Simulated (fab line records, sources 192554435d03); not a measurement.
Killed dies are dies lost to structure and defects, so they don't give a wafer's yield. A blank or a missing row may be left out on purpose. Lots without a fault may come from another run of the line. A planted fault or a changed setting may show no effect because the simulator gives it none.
Chamber matching | flow n5_finfet | N5_BEOL_M1_CO_CAP_55 on cvd_co-02: 3 sister chambers
The step material Co, precursor CCTBA/H2, target thk 2 nm, time 102.1 s. 6 wafers are shown with their chamber, then 7 later ones without.

WAFERS WITH THEIR CHAMBER
wafer  | chamber | heater_power_w (W)
L719.4 | 0       | 258
L728.4 | 0       | 258
L727.3 | 1       | 267
L727.6 | 1       | 273
L731.3 | 2       | 232
L731.5 | 2       | 238

WAFERS WITHOUT THEIR CHAMBER
wafer  | heater_power_w (W)
L731.6 | 258
L736.1 | 256
L736.2 | 268
L736.5 | 240
L737.2 | 263
L737.3 | 260
L737.5 | 265

WHICH CHAMBER EACH WENT THROUGH
wafer  | from the rows above     | in truth
L731.6 | 0                       | 0
L736.1 | 0                       | 0
L736.2 | 1                       | 1
L736.5 | 2                       | 2
L737.2 | can't be placed: 0 or 1 | 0
L737.3 | 0                       | 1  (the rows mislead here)
L737.5 | can't be placed: 1 or 0 | 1
Placed correctly: 4 of 7. Can't be placed from these rows: 2 (the true chamber is among the candidates in 2). Placed wrongly: 1.
How it was worked out, from the rows above alone: a wafer's distance from a chamber is the root of the sum, over the readings, of the square of ((its reading less the chamber's mean) divided by the reading's scatter). The wafer belongs to the nearest chamber; if the next one is less than 2 further off, it can't be placed. A chamber's mean is the mean of its shown wafers. The scatter: the root of (the sum of the squares of (reading less its chamber's mean) over the shown wafers, divided by (wafers less chambers)).
